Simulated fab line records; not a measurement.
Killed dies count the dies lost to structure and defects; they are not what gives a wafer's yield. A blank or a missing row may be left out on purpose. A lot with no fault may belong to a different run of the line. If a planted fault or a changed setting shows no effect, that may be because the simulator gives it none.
fab line records + flow n5_finfet
record
- lots=5
- wafers=15
- last_day=17
route steps=1938 shown PASSIVATION@1917
lots with no fault: from the same line, run without faults
start_h: hours from the record's opening day to when the first of the lot's shown wafers began + wait_h: hours elapsed since this lot's preceding step + " identical to the entry in the row above + L1.1+2: a single row standing in for several wafers + - no value, or no start was given + * or withheld: withheld + < > ~ a bound
route shown NAME@n: NAME is a module with steps in the file, n the number in the route of the first one + usual: the fault-free wafers' mean and standard deviation + same: alike in all rows + chamber/n: place in a boat + sites: per-site readings + _std_site: standard deviation across them + _edge_site: outer sites' mean less inner sites' + radius_mm: for every site, how far away it sits from the centre of the wafer + mask NAME#n: copy n + behind: the last tool/chamber to shape the wafer + hold: why the lot went on hold/how many hours it stayed there/how the hold came to an end + device: the transistor (n, p or np) that didn't switch + end of line: tests of these same wafers at the route's end + a step without rows: its recipe alone + killed: count of dies lost to structure and defects at first sort (not the wafer's yield) + map: shows each die of a wafer: x if killed, . if not, _ if none is there
set.NAME: setting as actually run; set.NAME@STEP: the setting as run at that earlier step + model.NAME: the simulator's own value behind a step, which no gauge read
lots at selected steps of the route; one table per step, one row per wafer
services: a tool's chamber out of use, with start hour (start_h, from the record's first day; less than 0 if before it), hours out, and reason
## steps
# step N5_PASSIVATION_HMDS_37
# recipe
- time_s=60
- temp_c=120
# step N5_PASSIVATION_COAT_38
# recipe
- spin_rpm=3000
- resist_thk_nm=withheld
# step N5_PASSIVATION_EBR_40
# recipe
- solvent=PGMEA
- ebr_width_mm=1.5
# step N5_PASSIVATION_SOFTBAKE_39
# recipe
- temp_c=110
- time_s=120
# step N5_PASSIVATION_EXPOSE_41
# recipe
- mask_id=PASS_OPEN
- na=0.55
- defocus_nm=0
- source_shape=conventional
- sigma_outer=0.8
- polarization=unpolarized
- target_cd_nm=40000
- dose_mj=57.25
# step N5_PASSIVATION_PEB_42
# recipe
- peb_temp_c=withheld
- peb_time_s=*
# step N5_PASSIVATION_DEVELOP_43
# recipe
- develop_time_s=60
- rinse_liquid=diw
- dry=air_spin
- dev_temp_c=21
# step N5_PASSIVATION_HARDBAKE_45
# recipe
- temp_c=130
- time_s=120
# step N5_PASSIVATION_CD_MEAS_44
# recipe
- target_cd_nm=40000
- landing_energy_ev=500
- detector=se_inlens
# usual
- cd_nm=40000/2.5
# same
- landing_energy_ev=500
| lot.wafer | tool      | chamber | start_h | wait_h | cd_nm |
|-----------|-----------|---------|---------|--------|-------|
| L450.3    | cd_sem-01 | 0       | 271.94  | -      | 40000 |
| L450.5    | "         | 0       | "       | "      | 40002 |
| L450.6    | "         | 0       | "       | "      | 40001 |
| L453.1    | cd_sem-02 | 0       | 313.83  | -      | 40000 |
| L453.3    | "         | 0       | "       | "      | 40003 |
| L453.6    | "         | 0       | "       | "      | 40003 |
| L463.3    | cd_sem-03 | 0       | 365.01  | -      | 40000 |
| L463.4    | "         | 0       | "       | "      | 40000 |
| L463.6    | "         | 0       | "       | "      | 40000 |
| L467.2    | cd_sem-02 | 0       | 384.18  | -      | 40000 |
| L467.4    | "         | 0       | "       | "      | 40000 |
| L467.5    | "         | 0       | "       | "      | 40001 |
| L471.4    | cd_sem-02 | 0       | 400.27  | -      | 39998 |
| L471.5    | "         | 0       | "       | "      | 39993 |
| L471.6    | "         | 0       | "       | "      | 39996 |
# step N5_PASSIVATION_OVL_MEAS_66
# recipe
- points_per_wafer=44
# usual
- PASS_OPEN_OVL=-2/5.8
| lot.wafer | tool       | chamber | start_h | wait_h | PASS_OPEN_OVL[nm] |
|-----------|------------|---------|---------|--------|-------------------|
| L450.3    | overlay-01 | 0       | 271.97  | 0.0    | 1                 |
| L450.5    | "          | 0       | "       | "      | 4                 |
| L450.6    | "          | 0       | "       | "      | -9                |
| L453.1    | overlay-01 | 0       | 313.86  | 0.0    | -7                |
| L453.3    | "          | 0       | "       | "      | -7                |
| L453.6    | "          | 0       | "       | "      | 6                 |
| L463.3    | overlay-01 | 0       | 365.04  | 0.0    | 0                 |
| L463.4    | "          | 0       | "       | "      | 7                 |
| L463.6    | "          | 0       | "       | "      | 4                 |
| L467.2    | overlay-02 | 0       | 384.21  | 0.0    | -8                |
| L467.4    | "          | 0       | "       | "      | -8                |
| L467.5    | "          | 0       | "       | "      | -5                |
| L471.4    | overlay-01 | 0       | 400.30  | 0.0    | 10                |
| L471.5    | "          | 0       | "       | "      | -5                |
| L471.6    | "          | 0       | "       | "      | 9                 |
# step N5_PASSIVATION_INSPECT_67
# recipe
- mode=adi
- inspect_instrument=macro
# usual
- raw_defect_count=2.1/1.4
| lot.wafer | tool              | chamber | start_h | wait_h | raw_defect_count |
|-----------|-------------------|---------|---------|--------|------------------|
| L450.3    | defect_inspect-02 | -       | 271.99  | 0.0    | 4                |
| L450.5    | "                 | -       | "       | "      | 2                |
| L450.6    | "                 | -       | "       | "      | 2                |
| L453.1    | defect_inspect-01 | -       | 313.88  | 0.0    | 5                |
| L453.3    | "                 | -       | "       | "      | 0                |
| L453.6    | "                 | -       | "       | "      | 1                |
| L463.3    | defect_inspect-01 | -       | 365.06  | 0.0    | 2                |
| L463.4    | "                 | -       | "       | "      | 2                |
| L463.6    | "                 | -       | "       | "      | 0                |
| L467.2    | defect_inspect-01 | -       | 384.23  | 0.0    | 3                |
| L467.4    | "                 | -       | "       | "      | 1                |
| L467.5    | "                 | -       | "       | "      | 0                |
| L471.4    | defect_inspect-02 | -       | 400.32  | 0.0    | 2                |
| L471.5    | "                 | -       | "       | "      | 2                |
| L471.6    | "                 | -       | "       | "      | 1                |
# step N5_PASSIVATION_DESCUM_46
# recipe
- chemistry=O2
- time_s=7.9
- source_power_w=50
- bias_power_w=20
- pressure_mtorr=20
- rf_frequency_hz=2.712e+07
- temp_c=40
- o2_flow_sccm=225
# usual
- drypump_motor_current_A=5.8/0.36
- oes_product_au=0.80/0.083
- rf_vpp_V=242.6/1.4
- showerhead_plenum_p_Torr=2.06/0.071
- temp_c=40.01/0.11
- throttle_valve_pct=20.43/0.23
| lot.wafer | tool        | chamber | start_h | wait_h | drypump_motor_current_A | oes_product_au | rf_hours_counter_h | rf_vpp_V | showerhead_plenum_p_Torr | temp_c | throttle_valve_pct |
|-----------|-------------|---------|---------|--------|-------------------------|----------------|--------------------|----------|--------------------------|--------|--------------------|
| L450.3    | rie_diel-06 | 1       | 272.39  | 0.4    | 5.9                     | 0.72           | 198                | 244.3    | 2.08                     | 40.10  | 20.69              |
| L450.5    | "           | 2       | "       | "      | 5.9                     | 0.89           | -                  | 240.8    | 2.05                     | 40.04  | 20.10              |
| L450.6    | "           | 3       | "       | "      | 6.1                     | 0.73           | -                  | 242.8    | 2.00                     | 39.82  | 20.57              |
| L453.1    | rie_diel-06 | 0       | 314.15  | 0.3    | 5.8                     | 0.86           | 66                 | 239.9    | 2.04                     | 40.08  | 20.40              |
| L453.3    | "           | 2       | "       | "      | 5.9                     | 0.87           | 60                 | 242.0    | 2.05                     | 39.98  | 20.13              |
| L453.6    | "           | 3       | "       | "      | 6.2                     | 0.72           | -                  | 241.1    | 1.99                     | 40.06  | 20.59              |
| L463.3    | rie_diel-06 | 1       | 365.10  | 0.0    | 5.9                     | 0.70           | 231                | 243.2    | 2.06                     | 39.97  | 20.74              |
| L463.4    | "           | 0       | "       | "      | 5.7                     | 0.84           | 85                 | 241.7    | 2.03                     | 39.96  | 20.41              |
| L463.6    | "           | 2       | "       | "      | 5.9                     | 0.85           | -                  | 241.9    | 2.04                     | 40.11  | 20.16              |
| L467.2    | rie_diel-05 | 1       | 384.27  | 0.0    | 5.1                     | 0.83           | 98                 | 240.4    | 2.02                     | 40.00  | 20.24              |
| L467.4    | "           | 0       | "       | "      | 5.7                     | 0.78           | 134                | 242.6    | 2.00                     | 39.93  | 20.34              |
| L467.5    | "           | 2       | "       | "      | 6.2                     | 0.81           | -                  | 243.8    | 2.11                     | 39.88  | 20.50              |
| L471.4    | rie_diel-05 | 2       | 400.37  | 0.0    | 6.2                     | 0.79           | -                  | 244.5    | 2.10                     | 39.87  | 20.50              |
| L471.5    | "           | 3       | "       | "      | 5.7                     | 0.88           | -                  | 241.3    | 2.03                     | 39.96  | 20.19              |
| L471.6    | "           | 0       | "       | "      | 5.7                     | 0.77           | -                  | 242.9    | 2.00                     | 39.89  | 20.37              |
# step N5_PASSIVATION_PASS_ETCH_47
# recipe
- chemistry=CF4/O2
- target=SiNx
- target_depth_a=7700
- time_s=385
- ion_energy_ev=100
- pressure_mtorr=40
- source_w=535
- bias_w=49
- Ar_flow_sccm=100
- cf4_flow_sccm=100
- O2_flow_sccm=10
# usual
- drypump_motor_current_A=5.8/0.36
- oes_o_777_au=0.80/0.078
- oes_product_au=0.80/0.08
- rf_vpp_V=240.6/2.1
- run_length_s=408.4/0.48
- showerhead_plenum_p_Torr=2.17/0.069
- throttle_valve_pct=15.88/0.24
| lot.wafer | tool        | chamber | start_h | wait_h | drypump_motor_current_A | oes_o_777_au | oes_product_au | rf_hours_counter_h | rf_vpp_V | run_length_s | showerhead_plenum_p_Torr | throttle_valve_pct | model.etch.depth_nm |
|-----------|-------------|---------|---------|--------|-------------------------|--------------|----------------|--------------------|----------|--------------|--------------------------|--------------------|---------------------|
| L450.3    | rie_diel-06 | 1       | 272.42  | 0.0    | 6.0                     | 0.72         | 0.71           | 198                | 242.8    | 408.8        | 2.19                     | 16.13              | 756.7               |
| L450.5    | "           | 2       | "       | "      | 5.9                     | 0.90         | 0.89           | -                  | 239.2    | 407.6        | 2.16                     | 15.45              | 775.9               |
| L450.6    | "           | 3       | "       | "      | 6.2                     | 0.74         | 0.74           | -                  | 239.4    | 407.9        | 2.11                     | 16.05              | 767                 |
| L453.1    | rie_diel-06 | 0       | 314.19  | 0.0    | 5.8                     | 0.84         | 0.85           | 66                 | 243.3    | 408.5        | 2.15                     | 15.83              | 769.8               |
| L453.3    | "           | 2       | "       | "      | 5.9                     | 0.88         | 0.86           | 60                 | 238.6    | 408.1        | 2.15                     | 15.51              | 774.6               |
| L453.6    | "           | 3       | "       | "      | 6.2                     | 0.73         | 0.72           | -                  | 241.7    | 407.7        | 2.11                     | 16.06              | 752.2               |
| L463.3    | rie_diel-06 | 1       | 365.13  | 0.0    | 6.0                     | 0.69         | 0.69           | 231                | 242.2    | 408.7        | 2.18                     | 16.18              | 763.7               |
| L463.4    | "           | 0       | "       | "      | 5.8                     | 0.83         | 0.83           | 85                 | 243.6    | 408.9        | 2.14                     | 15.86              | 772.9               |
| L463.6    | "           | 2       | "       | "      | 5.9                     | 0.85         | 0.84           | -                  | 239.8    | 376.7        | 2.14                     | 15.56              | 712.1               |
| L467.2    | rie_diel-05 | 1       | 384.30  | 0.0    | 5.1                     | 0.82         | 0.83           | 98                 | 241.1    | 407.9        | 2.13                     | 15.73              | 774.7               |
| L467.4    | "           | 0       | "       | "      | 5.6                     | 0.76         | 0.77           | 134                | 238.5    | 409.1        | 2.12                     | 15.83              | 778.2               |
| L467.5    | "           | 2       | "       | "      | 6.2                     | 0.80         | 0.81           | -                  | 238.2    | 409.3        | 2.23                     | 15.94              | 771.6               |
| L471.4    | rie_diel-05 | 2       | 400.50  | 0.1    | 6.2                     | 0.79         | 0.79           | -                  | 239.3    | 409.1        | 2.22                     | 15.98              | 768.5               |
| L471.5    | "           | 3       | "       | "      | 5.7                     | 0.86         | 0.87           | -                  | 236.1    | 409.0        | 2.16                     | 15.67              | 783.3               |
| L471.6    | "           | 0       | "       | "      | 5.6                     | 0.75         | 0.76           | -                  | 239.8    | 408.9        | 2.12                     | 15.85              | 772.6               |
# step N5_PASSIVATION_ETCH_54
# recipe
- chemistry=CHF3/O2
- target=SiO2
- target_depth_a=8800
- CHF3_flow_sccm=50
- O2_flow_sccm=5
- Ar_flow_sccm=200
- time_s=440
- mask_material=PR
- pressure_mtorr=30
- source_w=650
- bias_w=170
- ion_energy_ev=200
# usual
- drypump_motor_current_A=5.8/0.36
- oes_o_777_au=0.80/0.078
- oes_product_au=0.80/0.08
- rf_vpp_V=523/4.5
- showerhead_plenum_p_Torr=2.37/0.076
- throttle_valve_pct=18.81/0.23
| lot.wafer | tool        | chamber | start_h | wait_h | drypump_motor_current_A | oes_o_777_au | oes_product_au | rf_hours_counter_h | rf_vpp_V | showerhead_plenum_p_Torr | throttle_valve_pct |
|-----------|-------------|---------|---------|--------|-------------------------|--------------|----------------|--------------------|----------|--------------------------|--------------------|
| L450.3    | rie_diel-06 | 1       | 272.65  | 0.1    | 6.0                     | 0.71         | 0.72           | 198                | 529      | 2.39                     | 19.02              |
| L450.5    | "           | 2       | "       | "      | 5.9                     | 0.89         | 0.88           | -                  | 522      | 2.36                     | 18.44              |
| L450.6    | "           | 3       | "       | "      | 6.2                     | 0.74         | 0.73           | -                  | 525      | 2.31                     | 18.97              |
| L453.1    | rie_diel-06 | 0       | 314.42  | 0.1    | 5.8                     | 0.86         | 0.86           | 67                 | 527      | 2.34                     | 18.73              |
| L453.3    | "           | 2       | "       | "      | 5.9                     | 0.86         | 0.86           | 61                 | 521      | 2.35                     | 18.46              |
| L453.6    | "           | 3       | "       | "      | 6.2                     | 0.73         | 0.72           | -                  | 524      | 2.30                     | 19.00              |
| L463.3    | rie_diel-06 | 1       | 365.36  | 0.1    | 6.0                     | 0.69         | 0.69           | 231                | 527      | 2.37                     | 19.07              |
| L463.4    | "           | 0       | "       | "      | 5.8                     | 0.84         | 0.83           | 85                 | 528      | 2.33                     | 18.75              |
| L463.6    | "           | 2       | "       | "      | 5.9                     | 0.84         | 0.84           | -                  | 521      | 2.34                     | 18.49              |
| L467.2    | rie_diel-05 | 1       | 384.53  | 0.1    | 5.1                     | 0.81         | 0.82           | 98                 | 526      | 2.34                     | 18.68              |
| L467.4    | "           | 0       | "       | "      | 5.6                     | 0.76         | 0.76           | 134                | 519      | 2.31                     | 18.73              |
| L467.5    | "           | 2       | "       | "      | 6.2                     | 0.81         | 0.80           | -                  | 521      | 2.43                     | 18.91              |
| L471.4    | rie_diel-05 | 2       | 400.76  | 0.1    | 6.3                     | 0.80         | 0.80           | -                  | 520      | 2.43                     | 18.92              |
| L471.5    | "           | 3       | "       | "      | 5.8                     | 0.86         | 0.87           | -                  | 517      | 2.36                     | 18.62              |
| L471.6    | "           | 0       | "       | "      | 5.6                     | 0.75         | 0.76           | -                  | 520      | 2.31                     | 18.75              |
# step N5_PASSIVATION_PROBE_49
# usual
- defect_limited_yield=91.1/1.3
- killed_at_M0_to_M3=34/10
- killed_at_M4_up=14/5.7
- killed_at_contacts=12/5.9
- killed_at_front_end=41/12
- killed_at_other=4/3.1
- killed_dies=105/15
- killed_open=69/11
- killed_short=35/7.8
- sort_bin_5_function=5.3/0.81
- sort_bin_6_memory=3.3/0.75
- sort_n_pass=1075/15
- sort_yield_pct=91.1/1.3
# same
- gross_dies=1180
- killed_at_back_side=0
- sort_bin_4_leakage[%]=0
- sort_bin_8_speed[%]=0
| lot.wafer | tool      | chamber | start_h | wait_h | defect_limited_yield[%] | killed_at_M0_to_M3 | killed_at_M4_up | killed_at_contacts | killed_at_front_end | killed_at_other | killed_dies | killed_open | killed_short | sort_bin_5_function[%] | sort_bin_6_memory[%] | sort_n_pass | sort_yield_pct[%] |
|-----------|-----------|---------|---------|--------|-------------------------|--------------------|-----------------|--------------------|---------------------|-----------------|-------------|-------------|--------------|------------------------|----------------------|-------------|-------------------|
| L453.1    | prober-01 | -       | 317.93  | 0.7    | 91.3                    | 26                 | 15              | 9                  | 52                  | 1               | 103         | 70          | 30           | 5.4                    | 3.1                  | 1077        | 91.3              |
| L453.3    | prober-01 | -       | 318.03  | 0.8    | 91.6                    | 30                 | 13              | 8                  | 45                  | 3               | 99          | 61          | 36           | 4.4                    | 3.2                  | 1081        | 91.6              |
| L453.6    | prober-01 | -       | 318.18  | 1.0    | 91.0                    | 30                 | 15              | 22                 | 38                  | 1               | 106         | 72          | 34           | 5.6                    | 3.1                  | 1074        | 91.0              |
# killed by level:class
L453.1 STI_FIN_REVEAL:geometric_particle:open=17 FIN_SAQP:geometric_particle:open=12 BEOL_M0_SAQP:geometric_particle:open=10 FIN_SAQP:geometric_particle:short=7 MOL_CONTACT_COAG:geometric_particle:open=6 BEOL_M0_SAQP:geometric_particle:short=6 BEOL_M2:geometric_particle:open=6 STI_FIN_REVEAL:geometric_particle:short=5
L453.3 FIN_SAQP:geometric_particle:short=11 STI_FIN_REVEAL:geometric_particle:open=8 FIN_SAQP:geometric_particle:open=7 MOL_CONTACT_COAG:geometric_particle:open=7 BEOL_M0_SAQP:geometric_particle:open=5 BEOL_M0_SAQP:geometric_particle:short=5 BEOL_M2:geometric_particle:open=5 BEOL_M4:geometric_particle:open=5
L453.6 MOL_CONTACT_COAG:geometric_particle:open=15 STI_FIN_REVEAL:geometric_particle:open=9 BEOL_M0_SAQP:geometric_particle:open=8 BEOL_M4:geometric_particle:open=8 FIN_SAQP:geometric_particle:open=7 MOL_CONTACT_COAG:geometric_particle:short=7 BEOL_M2:geometric_particle:open=6 STI_FIN_REVEAL:geometric_particle:short=4
## services
| tool        | chamber | start_h | hours | kind                          |
|-------------|---------|---------|-------|-------------------------------|
| rie_diel-06 | 1       | 249.84  | 9.5   | repair                        |
| rie_diel-05 | 3       | 260.62  | -     | clean                         |
| rie_diel-05 | 3       | 260.62  | -     | consumable_replace:focus_ring |
| rie_diel-05 | 3       | 260.62  | 24.3  | scheduled_down                |
| rie_diel-05 | 3       | 260.62  | 24.3  | vent_cycle                    |
| rie_diel-06 | 0       | 274.73  | 1.6   | repair                        |
| rie_diel-06 | 0       | 276.83  | 7.2   | repair                        |
| rie_diel-06 | 1       | 352.27  | 2.4   | repair                        |
| rie_diel-05 | 2       | 366.19  | 1.2   | repair                        |
| rie_diel-06 | 2       | 368.01  | 12.3  | repair                        |
| rie_diel-05 | 1       | 392.31  | 7.0   | repair                        |
| rie_diel-05 | 1       | 399.46  | 6.0   | repair                        |
## key
first_sign
- step=N5_PASSIVATION_PASS_ETCH_47
- reading=run_length_s
- direction=down
- sigmas=66
- usual=*
- struck=*
effect none on later readings
model_effect
- step=N5_PASSIVATION_PASS_ETCH_47
- value=etch.depth_nm
- without=775.4
- struck=712.1
met_at N5_PASSIVATION_PASS_ETCH_47
struck_wafers L463.6
onset_between 314.19 365.13
fault
- kind=process_parameter_drift
- tool=rie_diel-06
- chamber=-
- onset_h=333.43
- steps=N5_PASSIVATION_PASS_ETCH_47
- channel=time_s
- offset=*
- shape=step
- end_h=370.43
- scope=struck_wafers_only
- acts_in=*
- stated=*
